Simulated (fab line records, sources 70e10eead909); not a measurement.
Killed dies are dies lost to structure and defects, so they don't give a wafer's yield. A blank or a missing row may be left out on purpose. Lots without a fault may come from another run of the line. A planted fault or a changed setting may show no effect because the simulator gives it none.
Chamber matching | flow nand_harc | NHARC_A_STAIRCASE_DESCUM_252 on rie_diel-11: 4 sister chambers
The step chemistry O2, time 3 s. 4 wafers are shown with their chamber, then 11 later ones without.

WAFERS WITH THEIR CHAMBER
wafer  | chamber | drypump_motor_current_A (A)
L092.2 | 0       | 6.3
L092.3 | 3       | 5.9
L092.6 | 1       | 5.6
L092.1 | 2       | 5.3

WAFERS WITHOUT THEIR CHAMBER
wafer  | drypump_motor_current_A (A)
L092.4 | 5.6
L092.5 | 6.3
L094.2 | 6.3
L094.3 | 5.6
L094.5 | 6.3
L096.2 | 6.3
L096.4 | 6.3
L096.5 | 5.3
L095.1 | 5.6
L095.3 | 6.4
L095.6 | 5.3

WHICH CHAMBER EACH WENT THROUGH
wafer  | from the rows above | in truth
L092.4 | 1                   | 1
L092.5 | 0                   | 0
L094.2 | 0                   | 0
L094.3 | 1                   | 1
L094.5 | 0                   | 0
L096.2 | 0                   | 0
L096.4 | 0                   | 0
L096.5 | 2                   | 2
L095.1 | 1                   | 1
L095.3 | 0                   | 0
L095.6 | 2                   | 2
Placed correctly: 11 of 11. Can't be placed from these rows: 0. Placed wrongly: 0.
How it was worked out, from the rows above alone: a wafer's distance from a chamber is the root of the sum, over the readings, of the square of ((its reading less the chamber's mean) divided by the reading's scatter). The wafer belongs to the nearest chamber; if the next one is less than 2 further off, it can't be placed. A chamber's mean is the mean of its shown wafers. The scatter: with one shown wafer a chamber, the root of the mean of the squares of how far each hidden wafer lies from its nearest shown one.
